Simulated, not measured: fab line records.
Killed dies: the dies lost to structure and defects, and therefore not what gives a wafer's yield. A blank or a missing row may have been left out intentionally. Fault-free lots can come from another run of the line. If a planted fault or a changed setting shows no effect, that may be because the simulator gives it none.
Which tool is to blame?	flow n5 finfet	72 wafers from 24 lots sampled at 6 of the route's 1938 steps

## WHAT THE GAUGES READ, wafer by wafer
No reading from a measuring or inspecting step in the record can be judged against a usual standard deviation.

## WHAT TOOL EACH LOT RAN ON (gives the tool, then ch and the chambers of the sampled wafers, and finally the start)
lot	N5_BEOL_M1_DESCUM_16	N5_BEOL_M1_HM_OPEN_17	N5_BEOL_M1_ETCHBACK_99	N5_BEOL_M1_SPUTTER_79	N5_BEOL_M1_SPUTTER_81	N5_BEOL_M1_ANNEAL_95
L074	rie diel-06 ch 0,1,3, day 6 12:41	rie metal-02 ch 0,1, day 6 12:56	rie diel-02 ch 0,2,3, day 6 13:56	pvd sputter-02, day 6 15:18	pvd sputter-02, day 6 15:31	pvd sputter-02, day 6 16:42
L075	rie diel-04 ch 0,1,3, day 6 14:12	rie metal-01 ch 0,1, day 6 14:29	rie diel-06 ch 0,2,3, day 6 16:42	pvd sputter-03, day 6 18:29	pvd sputter-03, day 6 18:42	pvd sputter-03, day 6 19:53
L076	rie diel-06 ch 0,2,3, day 6 17:38	rie metal-02 ch 0,1, day 6 17:53	rie diel-02 ch 0,1,3, day 6 19:40	pvd sputter-03, day 6 21:02	pvd sputter-03, day 6 21:15	pvd sputter-03, day 6 22:26
L077	rie diel-02 ch 1,2, day 6 21:00	rie metal-02 ch 0,1, day 6 21:15	rie diel-04 ch 0,2,3, day 7 05:41	pvd sputter-02, day 7 07:17	pvd sputter-02, day 7 07:31	pvd sputter-02, day 7 08:41
L078	rie diel-04 ch 0,3, day 7 09:00	rie metal-02 ch 1, day 7 09:15	rie diel-02 ch 0,1, day 7 11:34	pvd sputter-01, day 7 13:11	pvd sputter-01, day 7 13:25	pvd sputter-01, day 7 14:35
L079	rie diel-06 ch 0,2,3, day 7 09:25	rie metal-03 ch 0,1, day 7 09:42	rie diel-04 ch 0,2,3, day 7 11:35	pvd sputter-02, day 7 13:14	pvd sputter-02, day 7 13:27	pvd sputter-02, day 7 14:38
L080	rie diel-06 ch 1,2,3, day 7 15:34	rie metal-02 ch 0,1, day 7 15:49	rie diel-06 ch 0,1, day 7 17:14	pvd sputter-03, day 7 19:14	pvd sputter-03, day 7 19:28	pvd sputter-03, day 7 20:38
L081	rie diel-04 ch 0,1,2, day 8 05:12	rie metal-03 ch 0,1, day 8 05:27	rie diel-02 ch 0,2,3, day 8 10:30	pvd sputter-03, day 8 12:25	pvd sputter-03, day 8 12:38	pvd sputter-03, day 8 13:49
L082	rie diel-06 ch 3, day 8 07:43	rie metal-01 ch 1, day 8 08:06	rie diel-02 ch 0,2,3, day 8 14:07	pvd sputter-02, day 8 16:08	pvd sputter-02, day 8 16:21	pvd sputter-02, day 8 17:32
L084	rie diel-06 ch 0,1, day 8 15:36	rie metal-03 ch 0,1, day 8 15:51	rie diel-04 ch 1,2,3, day 8 18:30	pvd sputter-03, day 8 20:35	pvd sputter-03, day 8 20:49	pvd sputter-03, day 8 21:59
L083	rie diel-04 ch 2,3, day 8 19:07	rie metal-03 ch 0,1, day 8 19:22	rie diel-06 ch 0,3, day 8 20:14	pvd sputter-03, day 8 22:28	pvd sputter-03, day 8 22:41	pvd sputter-03, day 8 23:52
L085	rie diel-04 ch 1,3, day 9 08:43	rie metal-02 ch 0,1, day 9 09:05	rie diel-02 ch 0,3, day 9 10:43	pvd sputter-02, day 9 14:29	pvd sputter-02, day 9 14:43	pvd sputter-02, day 9 15:53
L086	rie diel-02 ch 0,1,2, day 9 12:10	rie metal-01 ch 0,1, day 9 12:25	rie diel-04 ch 0,2, day 9 21:13	pvd sputter-02, day 9 23:16	pvd sputter-02, day 9 23:29	pvd sputter-02, day 10 00:40
L087	rie diel-02 ch 0,1, day 9 17:31	rie metal-03 ch 0,1, day 9 17:46	rie diel-06 ch 0,3, day 10 01:28	pvd sputter-01, day 10 03:15	pvd sputter-01, day 10 03:28	pvd sputter-01, day 10 04:39
L088	rie diel-04 ch 1,2,3, day 9 22:38	rie metal-02 ch 0,1, day 9 22:53	rie diel-04 ch 1,2,3, day 10 01:59	pvd sputter-03, day 10 05:07	pvd sputter-03, day 10 05:20	pvd sputter-03, day 10 06:31
L089	rie diel-06 ch 3, day 10 05:47	rie metal-02 ch 0, day 10 06:28	rie diel-04 ch 1,3, day 10 08:20	pvd sputter-02, day 10 09:56	pvd sputter-02, day 10 10:09	pvd sputter-02, day 10 11:20
L091	rie diel-06 ch 3, day 10 07:51	rie metal-02 ch 0,1, day 10 08:32	rie diel-02 ch 0,1,3, day 10 13:22	pvd sputter-01, day 10 15:05	pvd sputter-01, day 10 15:19	pvd sputter-01, day 10 16:29
L090	rie diel-02 ch 0,2,3, day 10 10:26	rie metal-01 ch 0,1, day 10 10:41	rie diel-04 ch 2,3, day 10 13:45	pvd sputter-03, day 10 15:23	pvd sputter-03, day 10 15:37	pvd sputter-03, day 10 16:47
L092	rie diel-02 ch 0,2,3, day 10 17:44	rie metal-01 ch 0,1, day 10 17:59	rie diel-02 ch 0,1, day 10 22:01	pvd sputter-01, day 11 00:17	pvd sputter-01, day 11 00:30	pvd sputter-01, day 11 01:41
L093	rie diel-02 ch 0,2, day 11 04:04	rie metal-03 ch 0,1, day 11 04:20	rie diel-04 ch 0,1,3, day 11 05:56	pvd sputter-01, day 11 07:52	pvd sputter-01, day 11 08:05	pvd sputter-01, day 11 09:16
L094	rie diel-06 ch 0,2,3, day 11 08:01	rie metal-01 ch 0,1, day 11 08:17	rie diel-04 ch 0,1, day 11 10:35	pvd sputter-01, day 11 12:44	pvd sputter-01, day 11 12:58	pvd sputter-01, day 11 14:08
L095	rie diel-06 ch 0,2,3, day 11 11:32	rie metal-02 ch 0,1, day 11 11:47	rie diel-02 ch 0,2,3, day 11 14:07	pvd sputter-01, day 11 15:35	pvd sputter-01, day 11 15:49	pvd sputter-01, day 11 16:59
L097	rie diel-04 ch 0,1,3, day 11 20:14	rie metal-03 ch 0, day 11 20:29	rie diel-02 ch 0,3, day 12 04:31	pvd sputter-02, day 12 06:35	pvd sputter-02, day 12 06:49	pvd sputter-02, day 12 07:59
L096	rie diel-04 ch 0,1,2, day 12 01:45	rie metal-02 ch 0,1, day 12 02:00	rie diel-04 ch 0,1,3, day 12 14:26	pvd sputter-03, day 12 16:13	pvd sputter-03, day 12 16:26	pvd sputter-03, day 12 17:37
- N5_BEOL_M1_DESCUM_16: chemistry O2, time 7 s.
- N5_BEOL_M1_HM_OPEN_17: chemistry Cl2/BCl3, target TiN, target depth 20 nm, overetch 6 nm.
- N5_BEOL_M1_ETCHBACK_99: etches SiO2 in CHF3, target depth 5 nm, time 10.4 s.
- N5_BEOL_M1_SPUTTER_79: material Cu, target thk 4.5 nm, time 8.29 s.
- N5_BEOL_M1_SPUTTER_81: material Cu, target thk 4.5 nm, time 8.29 s.
- N5_BEOL_M1_ANNEAL_95: time 240 s.

## WHAT THE TOOLS THEMSELVES READ (means of the sampled wafers that have a number; where no wafer has one, the mark that the record gives instead)
N5_BEOL_M1_DESCUM_16. Usual: bias power w 20.00 W (standard deviation 0.063); drypump motor current A 5.6 A (standard deviation 0.48); oes product au 0.76 a.u. (standard deviation 0.081); rf vpp V 242.9 V (standard deviation 1.4); showerhead plenum p Torr 2.07 Torr (standard deviation 0.075); temp c 40.00 C (standard deviation 0.12); throttle valve pct 20.50 % (standard deviation 0.28).
lot	tool	bias power w (W)	drypump motor current A (A)	oes product au (a.u.)	rf vpp V (V)	showerhead plenum p Torr (Torr)	temp c (C)	throttle valve pct (%)	flag
L074	rie diel-06	19.99	5.2	0.76	241.5	2.00	40.03	20.63	
L075	rie diel-04	19.95	5.8	0.74	243.1	2.13	39.99	20.50	
L076	rie diel-06	19.96	5.2	0.76	242.7	2.06	39.95	20.61	
L077	rie diel-02	19.99	5.8	0.74	243.6	2.04	40.13	20.03	
L078	rie diel-04	20.09	5.5	0.71	244.2	2.11	40.17	20.79	
L079	rie diel-06	20.05	5.2	0.76	242.7	2.06	40.05	20.63	
L080	rie diel-06	19.94	5.1	0.81	244.0	2.12	39.94	20.44	
L081	rie diel-04	20.01	6.0	0.73	243.4	2.12	39.93	20.72	
L082	rie diel-06	19.97	5.3	0.74	241.5	1.98	39.96	20.56	
L084	rie diel-06	20.03	5.2	0.92	243.8	2.17	40.07	20.37	
L083	rie diel-04	20.07	5.8	0.69	243.9	2.16	39.97	20.69	
L085	rie diel-04	19.93	6.1	0.76	243.8	2.13	40.00	20.27	
L086	rie diel-02	19.98	5.9	0.75	241.8	2.05	40.00	20.29	
L087	rie diel-02	20.05	6.0	0.78	242.3	2.05	39.99	20.52	
L088	rie diel-04	19.98	6.0	0.72	243.2	2.15	39.92	20.49	
L089	rie diel-06	19.92	5.3	0.72	241.1	1.97	40.21	20.59	
L091	rie diel-06	20.06	5.3	0.72	241.5	1.97	40.07	20.59	
L090	rie diel-02	19.99	5.6	0.72	242.9	2.03	39.95	20.51	
L092	rie diel-02	19.96	5.6	0.72	241.9	2.03	40.04	20.50	
L093	rie diel-02	19.99	5.9	0.69	242.3	2.04	40.07	20.23	
L094	rie diel-06	20.00	5.1	0.81	243.6	2.05	39.87	20.49	
L095	rie diel-06	19.98	5.1	0.81	242.0	2.05	40.07	20.49	
L097	rie diel-04	20.00	5.8	0.79	244.0	2.12	39.99	20.43	
L096	rie diel-04	20.05	6.1	0.79	243.7	2.11	40.10	20.62	

N5_BEOL_M1_HM_OPEN_17. Usual: drypump motor current A 5.6 A, standard deviation 0.45; oes product au 0.64 a.u., standard deviation 0.096; throttle valve pct 22.08 %, standard deviation 0.28.
lot	tool	drypump motor current A (A)	oes product au (a.u.)	throttle valve pct (%)	flag
L074	rie metal-02	5.5	0.70	22.07	
L075	rie metal-01	6.1	0.64	22.18	
L076	rie metal-02	5.6	0.63	22.28	
L077	rie metal-02	5.5	0.69	22.09	
L078	rie metal-02	5.4	0.77	21.87	
L079	rie metal-03	5.1	0.60	21.89	
L080	rie metal-02	5.6	0.62	22.28	
L081	rie metal-03	5.1	0.59	21.87	
L082	rie metal-01	5.9	0.69	22.19	
L084	rie metal-03	5.4	0.57	21.77	
L083	rie metal-03	5.4	0.57	21.77	
L085	rie metal-02	5.6	0.61	22.31	
L086	rie metal-01	6.1	0.73	22.16	
L087	rie metal-03	5.4	0.56	21.78	
L088	rie metal-02	5.5	0.68	22.10	
L089	rie metal-02	5.7	0.53	22.50	
L091	rie metal-02	5.6	0.61	22.30	
L090	rie metal-01	6.1	0.71	22.18	
L092	rie metal-01	6.2	0.75	22.11	
L093	rie metal-03	5.5	0.55	21.80	
L094	rie metal-01	6.2	0.74	22.12	
L095	rie metal-02	5.5	0.66	22.11	
L097	rie metal-03	4.7	0.60	22.02	
L096	rie metal-02	5.6	0.60	22.30	

N5_BEOL_M1_ETCHBACK_99. Usual: drypump motor current A 5.6 A, standard deviation 0.46; oes product au 0.76 a.u., standard deviation 0.083; rf vpp V 241 V, standard deviation 6.8; showerhead plenum p Torr 2.14 Torr, standard deviation 0.062; throttle valve pct 17.2 %, standard deviation 0.33.
lot	tool	drypump motor current A (A)	oes product au (a.u.)	rf vpp V (V)	showerhead plenum p Torr (Torr)	throttle valve pct (%)	flag
L074	rie diel-02	5.6	0.75	242	2.12	17.3	
L075	rie diel-06	5.2	0.76	239	2.13	17.3	
L076	rie diel-02	5.7	0.81	237	2.11	17.3	
L077	rie diel-04	5.6	0.69	240	2.20	17.4	
L078	rie diel-02	5.9	0.82	232	2.11	17.0	
L079	rie diel-04	5.7	0.69	241	2.20	17.4	
L080	rie diel-06	5.3	0.89	246	2.16	17.0	
L081	rie diel-02	5.6	0.73	242	2.12	17.3	
L082	rie diel-02	5.6	0.73	241	2.12	17.3	
L084	rie diel-04	6.0	0.72	247	2.20	17.1	
L083	rie diel-06	5.3	0.78	238	2.08	17.3	
L085	rie diel-02	5.7	0.76	238	2.13	17.5	
L086	rie diel-04	5.9	0.77	239	2.18	17.4	
L087	rie diel-06	5.4	0.80	240	2.08	17.3	
L088	rie diel-04	6.0	0.72	247	2.20	17.1	
L089	rie diel-04	5.7	0.72	248	2.20	17.0	
L091	rie diel-02	5.6	0.77	236	2.10	17.3	
L090	rie diel-04	5.6	0.69	242	2.23	17.2	
L092	rie diel-02	6.0	0.77	234	2.12	17.3	
L093	rie diel-04	5.8	0.79	245	2.16	17.0	
L094	rie diel-04	6.2	0.81	248	2.12	16.8	
L095	rie diel-02	5.6	0.72	243	2.11	17.3	
L097	rie diel-02	5.4	0.75	242	2.10	17.6	
L096	rie diel-04	5.8	0.78	246	2.15	17.0	

N5_BEOL_M1_SPUTTER_79. Usual: throttle valve pct 30.6 %, standard deviation 0.88.
lot	tool	throttle valve pct (%)	flag
L074	pvd sputter-02	30.0	
L075	pvd sputter-03	30.3	
L076	pvd sputter-03	31.8	
L077	pvd sputter-02	30.3	
L078	pvd sputter-01	30.5	
L079	pvd sputter-02	30.4	
L080	pvd sputter-03	30.3	
L081	pvd sputter-03	30.0	
L082	pvd sputter-02	30.6	
L084	pvd sputter-03	30.1	
L083	pvd sputter-03	29.2	
L085	pvd sputter-02	30.6	
L086	pvd sputter-02	30.6	
L087	pvd sputter-01	30.9	
L088	pvd sputter-03	30.9	
L089	pvd sputter-02	30.4	
L091	pvd sputter-01	31.0	
L090	pvd sputter-03	29.3	
L092	pvd sputter-01	31.1	
L093	pvd sputter-01	30.8	
L094	pvd sputter-01	30.8	
L095	pvd sputter-01	31.2	
L097	pvd sputter-02	30.6	
L096	pvd sputter-03	31.2	

N5_BEOL_M1_SPUTTER_81. Usual: throttle valve pct 30.6 %, standard deviation 0.89.
lot	tool	throttle valve pct (%)	flag
L074	pvd sputter-02	30.1	
L075	pvd sputter-03	30.3	
L076	pvd sputter-03	31.8	
L077	pvd sputter-02	30.3	
L078	pvd sputter-01	30.5	
L079	pvd sputter-02	30.5	
L080	pvd sputter-03	30.2	
L081	pvd sputter-03	30.0	
L082	pvd sputter-02	30.6	
L084	pvd sputter-03	30.3	
L083	pvd sputter-03	29.3	
L085	pvd sputter-02	30.6	
L086	pvd sputter-02	30.7	
L087	pvd sputter-01	30.9	
L088	pvd sputter-03	31.0	
L089	pvd sputter-02	30.4	
L091	pvd sputter-01	31.0	
L090	pvd sputter-03	29.2	
L092	pvd sputter-01	31.1	
L093	pvd sputter-01	30.8	
L094	pvd sputter-01	30.9	
L095	pvd sputter-01	31.2	
L097	pvd sputter-02	30.5	
L096	pvd sputter-03	30.8	

N5_BEOL_M1_ANNEAL_95. Usual: heater power w 839 W, standard deviation 54.
lot	tool	heater power w (W)	flag
L074	pvd sputter-02	788	
L075	pvd sputter-03	860	
L076	pvd sputter-03	864	
L077	pvd sputter-02	807	
L078	pvd sputter-01	894	
L079	pvd sputter-02	859	
L080	pvd sputter-03	826	
L081	pvd sputter-03	856	
L082	pvd sputter-02	834	
L084	pvd sputter-03	860	
L083	pvd sputter-03	812	
L085	pvd sputter-02	829	
L086	pvd sputter-02	855	
L087	pvd sputter-01	824	
L088	pvd sputter-03	840	
L089	pvd sputter-02	891	
L091	pvd sputter-01	848	
L090	pvd sputter-03	847	
L092	pvd sputter-01	832	
L093	pvd sputter-01	832	
L094	pvd sputter-01	851	
L095	pvd sputter-01	812	
L097	pvd sputter-02	877	
L096	pvd sputter-03	839	

## THE ANSWER, worked out from the rows above alone
Rule: a lot counts as off when the mean over its wafers that have a number is more than 3 standard deviations away from the usual mean. A lot without any number at a reading at which 4 lots or more have one is off too. Any other lot the step has rows for is counted as sound. First the gauges in route order, then the tools' own readings, where a lot's mean is used as printed above. At the first step where some lot is off, the reading lying furthest off is the one used; lots without a number count as furthest.
Nothing can be told from this: no lot is off at any reading shown.

## WHAT WAS PUT IN BY THE SIMULATOR
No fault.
